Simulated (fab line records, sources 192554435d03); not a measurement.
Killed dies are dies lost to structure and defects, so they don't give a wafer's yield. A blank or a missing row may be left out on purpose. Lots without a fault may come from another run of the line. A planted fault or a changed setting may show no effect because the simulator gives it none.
fab line records | flow n5_finfet
record lots=5 wafers=15 last_day=16
route steps=1938 shown PMOS_HMC_CHANNEL_EPI@57 BEOL_M4@1111 PASSIVATION@1936
lots that met no fault: from a run of the same line without faults
start_h: hours from the record's first day to the start of the lot's first wafer shown | wait_h: hours since the lot's step before | " the same as in the row above | L1.1+2: a row that stands for several wafers | - no value, or no start given | * or withheld: withheld | < > ~ a bound
route shown NAME@n: a module of which the file shows steps, and the number in the route of the first | usual: mean/standard deviation of fault-free wafers | same: alike in all rows | chamber/n: place in a boat | sites: the reading at each site | _std_site: their standard deviation | _edge_site: outer sites' mean less inner sites' | radius_mm: how far each site lies from the wafer's centre | mask NAME#n: copy n | behind: the tool/chamber that last shaped the wafer | hold: why the lot was held/for how many hours/how that ended | device: the transistor (n, p or np) that didn't switch | end of line: the same wafers' tests at the end of the route | a step without rows: its recipe alone | killed: dies lost to structure and defects at the first sort, not the wafer's yield | map: a wafer's dies, x killed, . not, _ none there
set.NAME: the setting as run; set.NAME@STEP: as run at that earlier step | model.NAME: the simulator's own value behind a step, which no gauge read
lots at some steps of the route; a table a step, a row a wafer
services: from which hour (start_h, from the record's first day; less than 0 if before it) a tool's chamber was out of use, for how many hours, and why
## steps
# step N5_PMOS_HMC_CHANNEL_EPI_HM_DEP_34
# recipe material=SiO2 target_thk_a=360 temp_c=400 precursor=TEOS/O2 pressure_torr=6.5 rf_w=900 teos_flow_sccm=161.4 gas=O2 flow_sccm=2650 time_s=6.9
# step N5_PMOS_HMC_CHANNEL_EPI_COAT_31
# recipe resist=BARC temp_c=205 time_s=60 spin_rpm=1500 resist_thk_nm=66
# step N5_PMOS_HMC_CHANNEL_EPI_COAT_03
# recipe resist=CAR-ArF-block spin_rpm=1500 resist_thk_nm=205
# step N5_PMOS_HMC_CHANNEL_EPI_EBR_05
# recipe solvent=PGMEA ebr_width_mm=1.5
# step N5_PMOS_HMC_CHANNEL_EPI_SOFTBAKE_04
# recipe temp_c=110 time_s=60 resist=CAR-ArF-block
# step N5_PMOS_HMC_CHANNEL_EPI_EXPOSE_06
# recipe mask_id=PMOS_HMC_BLK na=1.35 source_shape=conventional sigma_outer=0.8 polarization=unpolarized target_cd_nm=240 dose_mj=41
# step N5_PMOS_HMC_CHANNEL_EPI_PEB_07
# recipe peb_temp_c=110 peb_time_s=60 resist=CAR-ArF-block
# step N5_PMOS_HMC_CHANNEL_EPI_DEVELOP_08
# recipe develop_time_s=30 developer=TMAH resist=CAR-ArF-block dev_temp_c=23 rinse_liquid=diw dry=air_spin
# step N5_PMOS_HMC_CHANNEL_EPI_DESCUM_14
# recipe chemistry=O2 time_s=7.9 source_power_w=50 bias_power_w=20 pressure_mtorr=20 rf_frequency_hz=2.712e+07 temp_c=40 resist=CAR-ArF-block o2_flow_sccm=225
# step N5_PMOS_HMC_CHANNEL_EPI_ETCH_32
# recipe chemistry=N2/H2 target=BARC stop_on=SiO2 target_depth_a=858 over_etch_frac=0.3 time_s=50.3 ion_energy_ev=200 mask_material=CAR-ArF-block pressure_mtorr=30 source_w=840 bias_w=150 n2_flow_sccm=200 h2_flow_sccm=200
# usual drypump_motor_current_A=5.7/0.57 oes_product_au=0.66/0.058 rf_vpp_V=524.5/2.4 showerhead_plenum_p_Torr=2.56/0.078 throttle_valve_pct=17.88/0.18
# columns lot.wafer tool chamber start_h wait_h drypump_motor_current_A oes_product_au rf_hours_counter_h rf_vpp_V showerhead_plenum_p_Torr throttle_valve_pct model.CAR-ArF-block_of_PMOS_HMC_CHANNEL_EPI_COAT_03.thk_nm model.PMOS_HMC_CHANNEL_EPI.cd_nm
L127.3 rie_diel-06 1 65.21 0.0 5.1 0.64 181 524.0 2.52 17.72 133.7 239.2
L127.5 " 0 " " 6.2 0.67 - 522.1 2.43 17.94 134.8 238.2
L127.6 " 3 " " 5.7 0.71 - 526.0 2.67 17.66 132.6 240.4
L133.2 rie_diel-06 0 101.51 0.0 6.2 0.67 148 519.7 2.42 17.94 135 239.5
L133.5 " 0 " " 6.2 0.67 - 521.3 2.42 17.95 114.6 242.7
L133.6 " 1 " " 5.1 0.63 - 523.8 2.51 17.71 134.6 241.7
L134.1 rie_diel-06 1 107.74 0.0 5.0 0.64 194 524.0 2.51 17.73 112.2 243.5
L134.3 " 2 " " 5.0 0.82 9 523.0 2.50 17.41 130.9 242.1
L134.6 " 2 " " 5.0 0.82 - 522.5 2.50 17.40 131.9 241.6
L135.2 rie_diel-06 1 113.15 0.0 5.1 0.64 195 523.3 2.51 17.73 134.4 241
L135.4 " 0 " " 6.2 0.66 151 519.9 2.42 17.95 114 244.8
L135.6 " 0 " " 6.2 0.67 - 521.4 2.42 17.96 135 241.5
L137.4 rie_diel-01 0 134.12 0.0 5.2 0.66 138 524.9 2.55 18.12 131.2 240.8
L137.5 " 0 " " 5.2 0.66 - 522.2 2.55 18.12 131.1 237.3
L137.6 " 3 " " 5.9 0.65 - 519.6 2.45 18.09 134.9 237.1
# step N5_PMOS_HMC_CHANNEL_EPI_HM_OPEN_15
# recipe chemistry=CHF3/O2 target=SiO2 mask_material=CAR-ArF-block target_depth_a=406 CHF3_flow_sccm=50 O2_flow_sccm=5 Ar_flow_sccm=200 time_s=20.3 pressure_mtorr=30 source_w=650 bias_w=170 ion_energy_ev=200
# usual drypump_motor_current_A=5.7/0.57 oes_product_au=0.77/0.073 rf_vpp_V=522/12 showerhead_plenum_p_Torr=2.43/0.068 throttle_valve_pct=18.91/0.2
# columns lot.wafer tool chamber start_h wait_h drypump_motor_current_A oes_product_au rf_hours_counter_h rf_vpp_V showerhead_plenum_p_Torr throttle_valve_pct model.CAR-ArF-block_of_PMOS_HMC_CHANNEL_EPI_COAT_03.thk_nm
L127.3 rie_diel-06 1 65.26 0.0 5.0 0.75 181 505 2.40 18.89 93.51
L127.5 " 0 " " 6.2 0.78 - 527 2.32 19.04 94.34
L127.6 " 3 " " 5.7 0.85 - 554 2.53 18.73 90.8
L133.2 rie_diel-06 0 101.55 0.0 6.2 0.77 148 527 2.31 19.05 94.66
L133.5 " 0 " " 6.2 0.77 - 526 2.31 19.04 74.37
L133.6 " 1 " " 5.1 0.73 - 505 2.39 18.90 94.98
L134.1 rie_diel-06 1 107.78 0.0 5.0 0.73 194 505 2.39 18.90 72.63
L134.3 " 2 " " 5.0 0.97 9 531 2.37 18.36 88.79
L134.6 " 2 " " 5.0 0.96 - 533 2.37 18.36 90.04
L135.2 rie_diel-06 1 113.19 0.0 5.1 0.73 195 506 2.39 18.91 94.68
L135.4 " 0 " " 6.2 0.77 151 528 2.31 19.03 73.87
L135.6 " 0 " " 6.2 0.77 - 526 2.31 19.06 95.02
L137.4 rie_diel-01 0 134.16 0.0 5.2 0.78 138 517 2.42 19.23 90.74
L137.5 " 0 " " 5.2 0.78 - 514 2.42 19.23 90.45
L137.6 " 3 " " 5.9 0.75 - 512 2.30 18.96 94.47
# step N5_PMOS_HMC_CHANNEL_EPI_STRIP_33
# recipe chemistry=N2/H2 power_w=500 temp_c=40 pressure_mtorr=50 rf_frequency_hz=6e+07 overash_fraction=0.3 bias_power_w=8 h2_frac=0.5 n2_flow_sccm=300 h2_flow_sccm=300
# step N5_PMOS_HMC_CHANNEL_EPI_STRIP_17
# recipe chemistry=SPM time_s=750 temp_c=130 h2so4_h2o2_vol_ratio=4 dry=ipa_marangoni
# step N5_PMOS_HMC_CHANNEL_EPI_ETCH_38
# recipe chemistry=CF4 target=SiO2 target_depth_a=15 ion_energy_ev=350 pressure_mtorr=10 icp_w=800 bias_w=400 cf4_flow_sccm=80
# step N5_PMOS_HMC_CHANNEL_EPI_FIN_RECESS_16
# recipe chemistry=HBr/Cl2 target=Si mask_material=SiO2 target_depth_a=540 time_s=18 pressure_mtorr=10 icp_w=800 bias_w=75 HBr_flow_sccm=150 Cl2_flow_sccm=80
# usual drypump_motor_current_A=5.5/0.58 oes_product_au=0.992/0.014 throttle_valve_pct=35.37/0.24
# columns lot.wafer tool chamber start_h wait_h drypump_motor_current_A oes_product_au rf_hours_counter_h throttle_valve_pct model.PMOS_HMC_CHANNEL_EPI.cd_nm
L127.3 rie_si-02 3 65.64 0.0 5.8 0.986 66 35.27 239.2
L127.5 " 3 " " 5.8 0.990 - 35.25 238.3
L127.6 " 0 " " 5.1 1.013 - 35.44 240.3
L133.2 rie_si-03 3 101.93 0.0 6.6 0.980 96 35.24 239.6
L133.5 " 1 " " 5.8 0.964 - 35.72 242.7
L133.6 " 2 " " 6.2 0.999 - 35.65 241.8
L134.1 rie_si-03 1 108.16 0.0 5.8 0.969 87 35.70 243.4
L134.3 " 3 " " 6.5 0.983 96 35.24 242.1
L134.6 " 0 " " 5.0 0.987 - 34.94 241.7
L135.2 rie_si-02 3 113.57 0.0 5.8 0.996 67 35.25 241.2
L135.4 " 2 " " 4.8 0.988 181 35.56 244.9
L135.6 " 2 " " 4.8 0.989 - 35.57 241.4
L137.4 rie_si-05 3 134.54 0.0 4.8 0.981 146 35.65 240.8
L137.5 " 1 " " 5.8 0.988 - 35.16 237.4
L137.6 " 2 " " 5.1 0.987 - 35.52 237.3
# step N5_PMOS_HMC_CHANNEL_EPI_PRECLEAN_36
# recipe chemistry=O3/DIW time_s=45 temp_c=22 o3_ppm=10
# step N5_BEOL_M4_RC_MEAS_101
# usual DIBL_N=36.2/1.6 DIBL_P=36.5/1.9 IOFF_N=0.158/0.027 IOFF_P=0.21/0.038 ION_N=675/12 ION_P=464/8.9 SS_N=71.5/0.61 SS_P=73.4/0.59 VT_N=250.4/3 VT_P=-250/3.6
# columns lot.wafer tool chamber start_h wait_h DIBL_N[mV/V] DIBL_P[mV/V] IOFF_N[nA/um] IOFF_P[nA/um] ION_N[uA/um] ION_P[uA/um] SS_N[mV/dec] SS_P[mV/dec] VT_N[mV] VT_P[mV]
L127.3 prober-01 0 212.85 0.3 36.4 34.1 0.138 0.15 662 449 71.5 73.1 253.4 -258
L127.5 " 0 " " 34.5 33.1 0.119 0.14 654 447 70.9 73.1 253.1 -257
L127.6 " 0 " " 36.6 35.9 0.148 0.18 676 458 71.7 73.3 249.8 -255
L133.2 prober-01 0 255.40 0.2 38.5 39.4 0.208 0.28 680 473 72.2 74.3 245.6 -246
L133.5 " 0 " " 38.5 40.3 0.212 0.31 684 476 72.4 73.7 245.3 -244
L133.6 " 0 " " 38.3 40.2 0.207 0.32 690 483 71.5 74.5 246.2 -244
L134.1 prober-02 0 275.09 0.0 36.0 36.8 0.154 0.21 678 461 71.9 73.5 251.5 -251
L134.3 " 0 " " 32.6 33.1 0.108 0.15 663 454 71.3 73.0 252.2 -255
L134.6 " 0 " " 35.5 35.9 0.148 0.19 669 459 72.0 73.0 248.8 -251
L135.2 prober-02 0 276.97 0.2 35.5 35.7 0.137 0.18 682 465 70.4 72.0 254.0 -254
L135.4 " 0 " " 36.5 35.6 0.151 0.18 675 457 71.9 73.7 249.8 -253
L135.6 " 0 " " 37.0 36.4 0.165 0.20 690 471 71.0 72.8 248.1 -250
L137.4 prober-01 0 281.71 0.5 37.5 38.3 0.174 0.26 692 475 71.1 74.4 245.8 -245
L137.5 " 0 " " 37.9 38.2 0.169 0.25 690 481 71.9 73.6 249.3 -247
L137.6 " 0 " " 35.0 35.0 0.132 0.20 672 461 71.0 72.5 254.3 -248
# step N5_PASSIVATION_PROBE_49
# usual defect_limited_yield=91.3/1.7 killed_at_M0_to_M3=33/11 killed_at_M4_up=14/5.5 killed_at_contacts=13/6.5 killed_at_front_end=39/13 killed_at_other=3.4/2.9 killed_dies=103/20 killed_open=69/15 killed_short=32/8.1 sort_bin_5_function=5.1/1.1 sort_bin_6_memory=3.3/0.74 sort_n_pass=1077/20 sort_yield_pct=91.3/1.7
# same gross_dies=1180 killed_at_back_side=0 sort_bin_4_leakage[%]=0 sort_bin_8_speed[%]=0
# columns lot.wafer tool chamber start_h wait_h defect_limited_yield[%] killed_at_M0_to_M3 killed_at_M4_up killed_at_contacts killed_at_front_end killed_at_other killed_dies killed_open killed_short sort_bin_5_function[%] sort_bin_6_memory[%] sort_n_pass sort_yield_pct[%]
L133.2 prober-01 - 362.33 0.1 91.2 20 24 8 51 1 104 65 37 5.0 3.3 1076 91.2
L133.5 prober-01 - 362.48 0.2 91.9 29 8 5 51 3 96 48 46 4.3 3.3 1084 91.9
L133.6 prober-01 - 362.53 0.3 92.7 21 13 7 43 2 86 67 18 4.9 2.4 1094 92.7
# killed by level:class
L133.2 STI_FIN_REVEAL:geometric_particle:open=15 STI_FIN_REVEAL:geometric_particle:short=7 BEOL_M3:geometric_particle:open=7 BEOL_M4:geometric_particle:open=7 GATE_CUT:geometric_particle:open=6 GATE_CUT:geometric_particle:short=6 MOL_CONTACT_COAG:geometric_particle:open=6 BEOL_M7:geometric_particle:open=5
L133.5 GATE_CUT:geometric_particle:short=11 FIN_SAQP:geometric_particle:short=6 STI_FIN_REVEAL:geometric_particle:open=6 BEOL_M1:geometric_particle:open=6 BEOL_M2:geometric_particle:short=6 GATE_CUT:geometric_particle:open=5 STARTING-WAFER:geometric_particle:short=5 MOL_CONTACT_COAG:geometric_particle:open=4
L133.6 STI_FIN_REVEAL:geometric_particle:open=11 FIN_SAQP:geometric_particle:open=10 BEOL_M1:geometric_particle:open=9 FIN_SAQP:geometric_particle:short=7 MOL_CONTACT_COAG:geometric_particle:open=6 BEOL_M9:geometric_particle:open=4 STARTING-WAFER:geometric_particle:open=4 GATE_CUT:geometric_particle:open=3
## services
# columns tool chamber start_h hours kind
rie_si-05 0 56.33 - clean
rie_si-05 0 56.33 20.3 scheduled_down
rie_si-05 0 56.33 20.3 vent_cycle
rie_diel-06 2 64.41 - clean
rie_diel-06 2 64.41 - consumable_replace:focus_ring
rie_diel-06 2 64.41 15.0 scheduled_down
rie_diel-06 2 64.41 15.0 vent_cycle
rie_diel-06 3 84.92 1.6 repair
rie_si-02 3 93.36 8.5 repair
rie_si-02 1 120.26 2.0 repair
## key
first_sign none at tools or gauges
model_effect step=N5_PMOS_HMC_CHANNEL_EPI_ETCH_32 value=CAR-ArF-block_of_PMOS_HMC_CHANNEL_EPI_COAT_03.thk_nm without=134.3 struck=113.6
model_effect step=N5_PMOS_HMC_CHANNEL_EPI_HM_OPEN_15 value=CAR-ArF-block_of_PMOS_HMC_CHANNEL_EPI_COAT_03.thk_nm without=94.31 struck=73.62
model_effect step=N5_PMOS_HMC_CHANNEL_EPI_FIN_RECESS_16 value=PMOS_HMC_CHANNEL_EPI.cd_nm without=240.6 struck=243.7
met_at N5_PMOS_HMC_CHANNEL_EPI_ETCH_32
struck_wafers L133.5,L134.1,L135.4
onset_between 65.21 101.51
fault kind=process_parameter_drift tool=rie_diel-06 chamber=- onset_h=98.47 steps=N5_PMOS_HMC_CHANNEL_EPI_ETCH_32 channel=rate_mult offset=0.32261 shape=step end_h=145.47 scope=struck_wafers_only
